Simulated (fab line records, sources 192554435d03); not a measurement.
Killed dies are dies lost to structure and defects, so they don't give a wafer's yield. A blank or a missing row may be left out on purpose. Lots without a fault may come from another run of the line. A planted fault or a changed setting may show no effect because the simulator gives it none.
fab line records | flow n5_finfet
record lots=6 wafers=18 last_day=19
route steps=1938 shown BEOL_M1@767 BEOL_M4@1111 PASSIVATION@1936
lots that met no fault: from a run of the same line without faults
start_h: hours from the record's first day to the start of the lot's first wafer shown | wait_h: hours since the lot's step before | " the same as in the row above | L1.1+2: a row that stands for several wafers | - no value, or no start given | * or withheld: withheld | < > ~ a bound
route shown NAME@n: a module of which the file shows steps, and the number in the route of the first | usual: mean/standard deviation of fault-free wafers | same: alike in all rows | chamber/n: place in a boat | sites: the reading at each site | _std_site: their standard deviation | _edge_site: outer sites' mean less inner sites' | radius_mm: how far each site lies from the wafer's centre | mask NAME#n: copy n | behind: the tool/chamber that last shaped the wafer | hold: why the lot was held/for how many hours/how that ended | device: the transistor (n, p or np) that didn't switch | end of line: the same wafers' tests at the end of the route | a step without rows: its recipe alone | killed: dies lost to structure and defects at the first sort, not the wafer's yield | map: a wafer's dies, x killed, . not, _ none there
set.NAME: the setting as run; set.NAME@STEP: as run at that earlier step | model.NAME: the simulator's own value behind a step, which no gauge read
lots at some steps of the route; a table a step, a row a wafer
services: from which hour (start_h, from the record's first day; less than 0 if before it) a tool's chamber was out of use, for how many hours, and why
## steps
# step N5_BEOL_M1_DESCUM_16
# recipe chemistry=O2 time_s=7 source_power_w=50 bias_power_w=20 pressure_mtorr=20 rf_frequency_hz=2.712e+07 temp_c=40 resist=CAR-EUV o2_flow_sccm=225
# usual drypump_motor_current_A=5.7/0.37 oes_product_au=0.76/0.073 rf_vpp_V=243.3/1.5 showerhead_plenum_p_Torr=2.10/0.077 throttle_valve_pct=20.63/0.22
# columns lot.wafer tool chamber start_h wait_h drypump_motor_current_A oes_product_au rf_hours_counter_h rf_vpp_V showerhead_plenum_p_Torr throttle_valve_pct
L552.2 rie_diel-03 0 136.42 0.2 5.4 0.76 165 243.9 2.11 20.58
L552.3 " 3 " " 5.5 0.75 182 242.9 2.10 20.92
L552.6 " 1 " " 5.9 0.70 - 241.3 1.97 20.80
L553.1 rie_diel-03 3 145.77 0.0 5.5 0.76 185 242.6 2.10 20.92
L553.2 " 0 " " 5.4 0.75 168 242.7 2.10 20.59
L553.4 " 2 " " 5.3 0.77 133 243.0 2.10 20.75
L554.4 rie_diel-02 3 157.71 0.0 5.1 0.96 12 246.0 2.25 20.62
L554.5 " 0 " " 5.8 0.86 - 243.5 2.05 20.06
L554.6 " 3 " " 5.0 0.96 - 246.0 2.25 20.62
L567.1 rie_diel-03 0 229.63 0.0 5.4 0.74 191 243.7 2.10 20.63
L567.2 " 2 " " 5.3 0.74 161 242.2 2.09 20.79
L567.5 " 2 " " 5.4 0.74 - 242.8 2.09 20.80
L570.4 rie_diel-01 3 252.49 2.0 6.5 0.72 202 240.6 1.98 20.48
L570.5 " 1 " " 6.0 0.73 - 243.2 2.07 20.69
L570.6 " 2 " " 5.5 0.71 - 244.7 2.16 20.76
L571.2 rie_diel-02 1 256.44 0.1 5.6 0.71 206 245.7 2.17 20.74
L571.3 " 3 " " 5.0 0.90 38 246.5 2.24 20.64
L571.6 " 3 " " 5.0 0.91 - 246.0 2.24 20.64
# step N5_BEOL_M1_ETCH_74
# recipe chemistry=N2/H2 target=underlayer target_depth_a=65 mask_material=CAR-EUV time_s=5.2 ion_energy_ev=200 pressure_mtorr=30 source_w=840 bias_w=150 n2_flow_sccm=200 h2_flow_sccm=200 ends=cleared
# step N5_BEOL_M1_ETCH_63
# recipe chemistry=CF4 target=SiARC target_depth_a=156 mask_material=CAR-EUV time_s=26 ion_energy_ev=80 pressure_mtorr=40 source_w=545 bias_w=36 Ar_flow_sccm=100 cf4_flow_sccm=100 ends=cleared
# usual drypump_motor_current_A=5.7/0.37 etch_rf_on_time_s=25.8/0.51 oes_product_au=0.65/0.062 rf_vpp_V=184.2/1.2 showerhead_plenum_p_Torr=2.15/0.071 throttle_valve_pct=15.80/0.2
# columns lot.wafer tool chamber start_h wait_h drypump_motor_current_A etch_rf_on_time_s oes_product_au rf_hours_counter_h rf_vpp_V showerhead_plenum_p_Torr throttle_valve_pct
L552.2 rie_diel-03 0 136.47 0.0 5.4 25.9 0.65 165 186.4 2.14 15.67
L552.3 " 3 " " 5.5 26.2 0.64 182 185.4 2.14 15.97
L552.6 " 1 " " 5.9 25.1 0.61 - 182.0 2.02 16.01
L553.1 rie_diel-03 3 145.82 0.0 5.5 25.8 0.64 185 184.3 2.14 15.98
L553.2 " 0 " " 5.4 25.7 0.64 168 183.9 2.14 15.68
L553.4 " 2 " " 5.4 25.2 0.66 133 184.3 2.14 15.87
L554.4 rie_diel-02 3 157.76 0.0 5.0 25.5 0.82 12 185.2 2.29 15.68
L554.5 " 0 " " 5.7 26.1 0.75 - 184.3 2.10 15.26
L554.6 " 3 " " 5.1 25.5 0.82 - 186.6 2.29 15.68
L567.1 rie_diel-03 0 229.68 0.0 5.4 25.8 0.63 191 185.0 2.13 15.72
L567.2 " 2 " " 5.3 25.9 0.64 161 182.3 2.13 15.93
L567.5 " 2 " " 5.3 25.9 0.64 - 185.2 2.13 15.92
L570.4 rie_diel-01 3 252.54 0.0 6.4 25.4 0.61 202 183.3 2.04 15.74
L570.5 " 1 " " 6.1 26.2 0.63 - 183.5 2.12 15.88
L570.6 " 2 " " 5.5 25.7 0.62 - 185.8 2.21 16.04
L571.2 rie_diel-02 1 256.49 0.0 5.6 27.0 0.60 206 185.3 2.20 15.84
L571.3 " 3 " " 5.0 25.6 0.78 38 185.2 2.28 15.73
L571.6 " 3 " " 5.0 25.8 0.78 - 185.6 2.28 15.72
# step N5_BEOL_M1_ETCH_64
# recipe chemistry=N2/H2 target=SOC target_depth_a=750 overetch_a=150 mask_material=SiARC temp_c=40 time_s=112.5 ion_energy_ev=200 pressure_mtorr=30 source_w=840 bias_w=150 n2_flow_sccm=200 h2_flow_sccm=200
# usual drypump_motor_current_A=5.7/0.37 oes_product_au=0.60/0.055 rf_vpp_V=524.0/2.5 showerhead_plenum_p_Torr=2.55/0.085 throttle_valve_pct=18.03/0.22
# columns lot.wafer tool chamber start_h wait_h drypump_motor_current_A oes_product_au rf_hours_counter_h rf_vpp_V showerhead_plenum_p_Torr throttle_valve_pct
L552.2 rie_diel-03 0 136.50 0.0 5.4 0.59 165 522.6 2.55 18.05
L552.3 " 3 " " 5.5 0.59 182 524.8 2.52 18.17
L552.6 " 1 " " 5.9 0.56 - 520.5 2.40 18.29
L553.1 rie_diel-03 3 145.85 0.0 5.5 0.59 185 524.0 2.52 18.19
L553.2 " 0 " " 5.4 0.59 168 524.2 2.55 18.05
L553.4 " 2 " " 5.3 0.60 133 523.6 2.53 17.98
L554.4 rie_diel-02 3 157.79 0.0 5.0 0.75 12 528.2 2.71 17.79
L554.5 " 0 " " 5.8 0.68 - 521.4 2.49 17.43
L554.6 " 3 " " 5.0 0.76 - 529.4 2.71 17.79
L567.1 rie_diel-03 0 229.71 0.0 5.4 0.58 191 524.5 2.54 18.11
L567.2 " 2 " " 5.3 0.59 161 524.2 2.52 18.01
L567.5 " 2 " " 5.3 0.59 - 524.9 2.52 18.03
L570.4 rie_diel-01 3 252.56 0.0 6.5 0.57 202 519.8 2.42 18.05
L570.5 " 1 " " 6.1 0.58 - 522.7 2.52 18.22
L570.6 " 2 " " 5.5 0.57 - 525.8 2.64 18.21
L571.2 rie_diel-02 1 256.52 0.0 5.6 0.57 206 525.3 2.63 18.14
L571.3 " 3 " " 5.0 0.71 38 528.2 2.70 17.82
L571.6 " 3 " " 5.0 0.71 - 529.0 2.69 17.81
# step N5_BEOL_M1_STRIP_65
# recipe chemistry=N2/H2 temp_c=40 n2_flow_sccm=200 h2_flow_sccm=200 rf_frequency_hz=6e+07
# step N5_BEOL_M1_STRIP_75
# recipe chemistry=N2/H2 temp_c=40 n2_flow_sccm=200 h2_flow_sccm=200 rf_frequency_hz=6e+07
# step N5_BEOL_M1_STRIP_66
# recipe chemistry=CF4 resist=SiARC power_w=300 bias_power_w=75 pressure_mtorr=50 cf4_flow_sccm=150 rf_frequency_hz=6e+07
# usual drypump_motor_current_A=5.7/0.37 oes_product_au=0.76/0.069 rf_vpp_V=271.2/1.4 showerhead_plenum_p_Torr=1.80/0.057 throttle_valve_pct=13.78/0.21
# columns lot.wafer tool chamber start_h wait_h drypump_motor_current_A oes_product_au rf_hours_counter_h rf_vpp_V showerhead_plenum_p_Torr throttle_valve_pct
L552.2 rie_diel-03 0 136.63 0.0 5.4 0.74 165 271.7 1.78 13.62
L552.3 " 3 " " 5.5 0.74 182 270.1 1.79 13.94
L552.6 " 1 " " 5.9 0.69 - 269.0 1.69 14.02
L553.1 rie_diel-03 3 145.97 0.0 5.5 0.74 185 270.3 1.79 13.96
L553.2 " 0 " " 5.4 0.74 168 270.2 1.78 13.62
L553.4 " 2 " " 5.3 0.76 133 272.2 1.80 13.84
L554.4 rie_diel-02 3 157.92 0.0 5.0 0.95 13 273.7 1.91 13.58
L554.5 " 0 " " 5.8 0.85 - 270.2 1.77 13.26
L554.6 " 3 " " 5.0 0.94 - 273.7 1.91 13.55
L567.1 rie_diel-03 0 229.84 0.0 5.4 0.72 191 269.7 1.78 13.68
L567.2 " 2 " " 5.3 0.73 161 270.1 1.79 13.91
L567.5 " 2 " " 5.3 0.74 - 271.0 1.79 13.92
L570.4 rie_diel-01 3 252.69 0.0 6.4 0.71 202 270.6 1.71 13.76
L570.5 " 1 " " 6.1 0.72 - 270.8 1.77 13.86
L570.6 " 2 " " 5.5 0.71 - 272.5 1.86 14.10
L571.2 rie_diel-02 1 256.65 0.0 5.6 0.71 206 273.0 1.84 13.81
L571.3 " 3 " " 5.0 0.89 38 274.6 1.90 13.63
L571.6 " 3 " " 5.0 0.90 - 271.9 1.90 13.64
# step N5_BEOL_M1_HM_OPEN_17
# recipe chemistry=Cl2/BCl3 target_depth_a=200 overetch_a=60 target=TiN mask_material=SOC ion_energy_ev=150 pressure_mtorr=10 icp_w=1000 bias_w=126 Cl2_flow_sccm=53.25 bcl3_flow_sccm=21.75 Ar_flow_sccm=25
# step N5_BEOL_M1_STRIP_19
# recipe chemistry=O2 power_w=400 temp_c=40 pressure_mtorr=30 rf_frequency_hz=6e+07 bias_power_w=0 overash_fraction=0.2 o2_flow_sccm=225
# usual drypump_motor_current_A=5.6/0.35 oes_product_au=0.77/0.075 rf_vpp_V=3.7/0.54 showerhead_plenum_p_Torr=2.11/0.072 throttle_valve_pct=16.87/0.21
# columns lot.wafer tool chamber start_h wait_h drypump_motor_current_A oes_product_au rf_hours_counter_h rf_vpp_V showerhead_plenum_p_Torr throttle_valve_pct
L552.2 rie_diel-03 3 136.79 0.1 5.4 0.75 183 4.4 2.11 17.12
L552.3 " 2 " " 5.3 0.77 131 3.4 2.10 16.97
L552.6 " 3 " " 5.5 0.75 - 3.4 2.11 17.11
L553.1 rie_diel-02 1 146.13 0.1 5.6 0.74 177 3.9 2.18 16.89
L553.2 " 0 " " 5.8 0.88 43 3.0 2.06 16.33
L553.4 " 3 " " 5.0 0.96 9 3.8 2.26 16.78
L554.4 rie_diel-02 3 158.07 0.1 5.0 0.96 13 3.4 2.26 16.78
L554.5 " 1 " " 5.6 0.74 - 3.3 2.18 16.90
L554.6 " 0 " " 5.8 0.87 - 3.8 2.06 16.34
L567.1 rie_diel-02 2 229.99 0.1 5.7 0.71 206 4.0 2.05 16.89
L567.2 " 1 " " 5.6 0.72 198 4.1 2.17 16.94
L567.5 " 1 " " 5.6 0.73 - 2.9 2.17 16.93
L570.4 rie_diel-02 3 252.92 0.1 5.0 0.91 37 3.4 2.25 16.83
L570.5 " 3 " " 5.0 0.92 - 3.5 2.25 16.84
L570.6 " 2 " " 5.6 0.70 - 4.6 2.05 16.90
L571.2 rie_diel-02 1 256.80 0.1 5.6 0.71 206 3.8 2.17 16.94
L571.3 " 3 " " 5.0 0.91 38 4.3 2.25 16.84
L571.6 " 0 " " 5.8 0.83 - 4.2 2.05 16.39
# step N5_BEOL_M1_CD_MEAS_18
# recipe pitch_nm=36 target_cd_nm=18
# usual cd_nm=18.0/0.35
# columns lot.wafer tool chamber start_h wait_h cd_nm
L552.2 cd_sem-02 - 136.86 0.1 17.9
L552.3 " - " " 17.8
L552.6 " - " " 17.8
L553.1 cd_sem-01 - 146.20 0.0 17.5
L553.2 " - " " 18.3
L553.4 " - " " 18.7
L554.4 cd_sem-02 - 158.14 0.1 17.2
L554.5 " - " " 17.3
L554.6 " - " " 17.5
L567.1 cd_sem-03 - 230.06 0.0 17.8
L567.2 " - " " 18.5
L567.5 " - " " 18.8
L570.4 cd_sem-02 - 252.99 0.1 18.1
L570.5 " - " " 17.7
L570.6 " - " " 18.5
L571.2 cd_sem-02 - 256.87 0.1 18.3
L571.3 " - " " 17.7
L571.6 " - " " 17.6
# step N5_BEOL_M1_COAT_67
# recipe resist=SOC temp_c=250 time_s=60 spin_rpm=1500 resist_thk_nm=60
# step N5_BEOL_M1_COAT_68
# recipe resist=SiARC temp_c=220 time_s=60 spin_rpm=1500 resist_thk_nm=12
# step N5_BEOL_M1_COAT_76
# recipe resist=underlayer temp_c=205 time_s=60 spin_rpm=1500 resist_thk_nm=5
# usual heater_power_total_W=391.8/1.3 plate_temp_C=205.00/0.17
# columns lot.wafer tool chamber start_h wait_h heater_power_total_W plate_temp_C
L552.2 litho_track-03 0 136.90 - 389.7 205.05
L552.3 " 0 " " 393.9 205.13
L552.6 " 0 " " 391.9 205.04
L553.1 litho_track-03 0 146.24 - 420.4 217.19
L553.2 " 0 " " 417.8 217.32
L553.4 " 0 " " 419.4 217.10
L554.4 litho_track-03 0 158.18 - 422.4 217.29
L554.5 " 0 " " 422.6 217.23
L554.6 " 0 " " 418.0 217.45
L567.1 litho_track-02 0 230.10 - 390.4 204.92
L567.2 " 0 " " 393.4 205.18
L567.5 " 0 " " 392.6 205.16
L570.4 litho_track-03 0 253.03 - 392.8 205.04
L570.5 " 0 " " 392.0 204.95
L570.6 " 0 " " 392.3 204.96
L571.2 litho_track-05 0 256.91 - 391.0 205.12
L571.3 " 0 " " 392.8 205.07
L571.6 " 0 " " 392.3 205.14
# step N5_BEOL_M1_COAT_22
# recipe resist=CAR-EUV spin_rpm=1500 resist_thk_nm=30
# step N5_BEOL_M4_RC_MEAS_101
# usual DIBL_N=35.1/1.6 DIBL_P=34.9/1.8 IOFF_N=0.143/0.026 IOFF_P=0.21/0.037 ION_N=671/11 ION_P=463/7.8 SS_N=71.2/0.58 SS_P=73.0/0.54 VT_N=251/3 VT_P=-250/4.1
# columns lot.wafer tool chamber start_h wait_h DIBL_N[mV/V] DIBL_P[mV/V] IOFF_N[nA/um] IOFF_P[nA/um] ION_N[uA/um] ION_P[uA/um] SS_N[mV/dec] SS_P[mV/dec] VT_N[mV] VT_P[mV]
L552.2 prober-02 0 191.43 0.2 35.5 35.0 0.148 0.22 685 468 70.8 72.7 252 -248
L552.3 " 0 " " 35.0 35.5 0.147 0.24 673 473 71.3 72.7 248 -246
L552.6 " 0 " " 32.7 32.4 0.114 0.19 671 465 70.8 72.1 253 -248
L553.1 prober-01 0 196.16 0.0 33.1 32.3 0.121 0.16 664 458 70.9 72.4 252 -256
L553.2 " 0 " " 33.7 32.6 0.119 0.16 658 454 71.7 72.9 256 -256
L553.4 " 0 " " 32.3 32.0 0.117 0.15 667 458 71.0 72.7 251 -257
L554.4 prober-01 0 199.02 0.5 32.2 31.2 0.095 0.12 640 438 70.2 72.4 260 -260
L554.5 " 0 " " 34.3 33.4 0.125 0.15 651 443 70.8 72.3 254 -255
L554.6 " 0 " " 34.2 34.0 0.122 0.15 662 448 70.7 73.0 253 -256
L567.1 prober-01 0 286.63 0.0 34.4 33.0 0.116 0.16 666 458 70.3 72.6 257 -254
L567.2 " 0 " " 35.0 35.4 0.138 0.19 676 460 71.1 73.4 251 -251
L567.5 " 0 " " 37.3 38.0 0.180 0.22 688 463 71.4 73.4 247 -254
L571.2 prober-02 0 331.17 0.2 36.4 37.7 0.172 0.23 687 467 71.1 73.7 247 -249
L571.3 " 0 " " 36.6 38.5 0.183 0.24 691 461 71.9 74.1 248 -250
L571.6 " 0 " " 36.3 37.8 0.191 0.23 674 461 71.6 73.0 244 -250
L570.4 prober-01 0 331.26 0.5 36.4 36.4 0.153 0.22 671 468 71.5 72.9 252 -250
L570.5 " 0 " " 35.4 36.0 0.141 0.22 672 471 71.1 73.3 249 -247
L570.6 " 0 " " 34.2 33.7 0.117 0.19 657 454 71.1 72.9 253 -250
# step N5_PASSIVATION_PROBE_49
# usual defect_limited_yield=91.1/1.4 killed_at_M0_to_M3=36/11 killed_at_M4_up=14/5.2 killed_at_contacts=12/6.1 killed_at_front_end=40/12 killed_at_other=3.2/2.5 killed_dies=105/16 killed_open=68/12 killed_short=35/8.7 sort_bin_5_function=5.2/0.89 sort_bin_6_memory=3.3/0.66 sort_bin_8_speed=0.01/0.085 sort_n_pass=1074/16 sort_yield_pct=91.1/1.4
# same gross_dies=1180 killed_at_back_side=0 sort_bin_4_leakage[%]=0
# columns lot.wafer tool chamber start_h wait_h defect_limited_yield[%] killed_at_M0_to_M3 killed_at_M4_up killed_at_contacts killed_at_front_end killed_at_other killed_dies killed_open killed_short sort_bin_5_function[%] sort_bin_6_memory[%] sort_bin_8_speed[%] sort_n_pass sort_yield_pct[%]
L552.2 prober-02 - 322.72 0.1 93.1 39 15 3 23 2 82 64 18 3.6 3.2 0 1098 93.1
L552.3 prober-02 - 322.77 0.1 90.8 35 20 10 38 5 108 68 37 4.6 4.3 0 1072 90.8
L552.6 prober-02 - 322.92 0.3 89.7 44 23 9 44 2 122 83 39 6.4 3.8 0 1058 89.7
L553.1 prober-02 - 325.56 0.0 92.5 30 5 10 39 5 89 55 30 4.2 3.0 0 1091 92.5
L553.2 prober-02 - 325.61 0.1 89.4 39 6 27 50 3 125 90 33 6.6 3.7 0 1055 89.4
L553.4 prober-02 - 325.71 0.2 92.6 27 8 16 35 1 87 59 27 4.5 2.6 0 1093 92.6
L570.4 prober-01 - 448.96 0.2 91.3 27 6 16 48 6 103 66 31 5.1 2.7 0 1077 91.3
L570.5 prober-01 - 449.01 0.2 90.8 24 12 15 55 3 109 73 34 5.3 3.6 0 1071 90.8
L570.6 prober-01 - 449.06 0.3 92.8 30 15 8 28 4 85 56 26 4.2 2.6 0 1095 92.8
L571.2 prober-01 - 453.30 0.1 89.2 49 6 21 44 8 128 90 33 6.5 4.1 0 1052 89.2
L571.3 prober-01 - 453.35 0.1 88.1 68 10 28 33 2 141 76 61 7.5 3.8 0 1039 88.1
L571.6 prober-01 - 453.50 0.3 90.7 58 12 10 23 7 110 70 37 6.2 3.1 0 1070 90.7
# killed by level:class
L552.2 BEOL_M0_SAQP:geometric_particle:open=13 BEOL_M4:geometric_particle:open=10 BEOL_M0_SAQP:geometric_particle:short=7 BEOL_M3:geometric_particle:open=6 GATE_CUT:geometric_particle:open=5 BEOL_M1:geometric_particle:open=5 MOL_CONTACT_COAG:geometric_particle:open=3 BEOL_M0:geometric_particle:open=3
L552.3 STI_FIN_REVEAL:geometric_particle:open=17 BEOL_M0_SAQP:geometric_particle:short=11 BEOL_M3:geometric_particle:open=7 MOL_CONTACT_COAG:geometric_particle:open=6 BEOL_M0_SAQP:geometric_particle:open=6 BEOL_M2:geometric_particle:open=5 BEOL_M4:geometric_particle:open=5 PAD_METAL:geometric_particle:short=5
L552.6 BEOL_M4:geometric_particle:open=15 BEOL_M0_SAQP:geometric_particle:short=15 BEOL_M0_SAQP:geometric_particle:open=13 FIN_SAQP:geometric_particle:open=11 BEOL_M2:geometric_particle:open=8 MOL_CONTACT_COAG:geometric_particle:open=8 FIN_SAQP:geometric_particle:short=7 STI_FIN_REVEAL:geometric_particle:open=5
L553.1 BEOL_M1:geometric_particle:open=11 GATE_CUT:geometric_particle:short=9 FIN_SAQP:geometric_particle:open=8 MOL_CONTACT_COAG:geometric_particle:open=8 BEOL_M2:geometric_particle:open=7 GATE_CUT:geometric_particle:open=6 FIN_SAQP:geometric_particle:short=5 BEOL_M0_SAQP:geometric_particle:short=3
L553.2 MOL_CONTACT_COAG:geometric_particle:open=24 FIN_SAQP:geometric_particle:open=20 BEOL_M0_SAQP:geometric_particle:short=9 BEOL_M0_SAQP:geometric_particle:open=8 STI_FIN_REVEAL:geometric_particle:open=8 BEOL_M2:geometric_particle:open=7 BEOL_M0:geometric_particle:open=6 FIN_SAQP:geometric_particle:short=5
L553.4 MOL_CONTACT_COAG:geometric_particle:open=13 FIN_SAQP:geometric_particle:open=11 GATE_CUT:geometric_particle:short=10 BEOL_M1:geometric_particle:open=7 BEOL_M0_SAQP:geometric_particle:open=6 BEOL_M2:geometric_particle:open=5 MOL_CONTACT_COAG:geometric_particle:short=3 BEOL_M0_SAQP:geometric_particle:short=3
L570.4 MOL_CONTACT_COAG:geometric_particle:open=11 FIN_SAQP:geometric_particle:open=8 DUMMY_GATE:geometric_particle:open=8 FIN_SAQP:geometric_particle:short=6 STI_FIN_REVEAL:geometric_particle:open=6 BEOL_M1:geometric_particle:open=6 BEOL_M3:geometric_particle:open=6 MOL_CONTACT_COAG:geometric_particle:short=5
L570.5 STI_FIN_REVEAL:geometric_particle:open=15 FIN_SAQP:geometric_particle:short=10 MOL_CONTACT_COAG:geometric_particle:open=9 FIN_SAQP:geometric_particle:open=8 BEOL_M0_SAQP:geometric_particle:short=8 DUMMY_GATE:geometric_particle:open=7 BEOL_M2:geometric_particle:open=6 MOL_CONTACT_COAG:geometric_particle:short=5
L570.6 BEOL_M0_SAQP:geometric_particle:open=8 FIN_SAQP:geometric_particle:open=7 MOL_CONTACT_COAG:geometric_particle:open=7 BEOL_M0_SAQP:geometric_particle:short=7 BEOL_M3:geometric_particle:open=6 FIN_SAQP:geometric_particle:short=5 DUMMY_GATE:geometric_particle:open=5 BEOL_M2:geometric_particle:open=5
L571.2 MOL_CONTACT_COAG:geometric_particle:open=16 BEOL_M0_SAQP:geometric_particle:open=12 DUMMY_GATE:geometric_particle:open=11 STI_FIN_REVEAL:geometric_particle:open=9 BEOL_M0:geometric_particle:open=7 BEOL_M1:geometric_particle:open=7 BEOL_M0_SAQP:geometric_particle:short=6 FIN_SAQP:geometric_particle:short=5
L571.3 MOL_CONTACT_COAG:geometric_particle:open=23 BEOL_M0_SAQP:geometric_particle:short=22 BEOL_M0_SAQP:geometric_particle:open=16 FIN_SAQP:geometric_particle:short=9 BEOL_M2:geometric_particle:open=8 BEOL_M1:geometric_particle:short=8 FIN_SAQP:geometric_particle:open=5 DUMMY_GATE:geometric_particle:open=5
L571.6 BEOL_M0_SAQP:geometric_particle:open=19 BEOL_M0_SAQP:geometric_particle:short=12 MOL_CONTACT_COAG:geometric_particle:open=9 FIN_SAQP:geometric_particle:short=6 BEOL_M0:geometric_particle:open=6 BEOL_M1:geometric_particle:open=6 STI_FIN_REVEAL:geometric_particle:open=5 BEOL_M1:geometric_particle:short=5
## services
# columns tool chamber start_h hours kind
rie_diel-03 1 123.37 2.8 repair
rie_diel-01 1 129.06 5.2 repair
rie_diel-01 1 149.61 2.3 repair
rie_diel-01 2 150.61 2.8 repair
rie_diel-03 1 161.54 - clean
rie_diel-03 1 161.54 - consumable_replace:focus_ring
rie_diel-03 1 161.54 - consumable_replace:showerhead
rie_diel-03 1 161.54 15.7 scheduled_down
rie_diel-03 1 161.54 15.7 vent_cycle
rie_diel-03 - 238.74 15.6 pm
rie_diel-02 - 241.28 5.4 repair
## key
first_sign step=N5_BEOL_M1_COAT_76 reading=plate_temp_C direction=up sigmas=71 usual=* struck=*
effect step=N5_BEOL_M1_COAT_76 reading=heater_power_total_W direction=up sigmas=21 usual=* struck=*
met_at N5_BEOL_M1_COAT_76
struck_wafers L553.1,L553.2,L553.4,L554.4,L554.5,L554.6
onset_between 136.90 146.24
fault kind=process_parameter_drift tool=litho_track-03 chamber=- onset_h=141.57 steps=N5_BEOL_M1_COAT_76 channel=temp_c offset=* shape=step end_h=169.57 acts_in=* stated=*
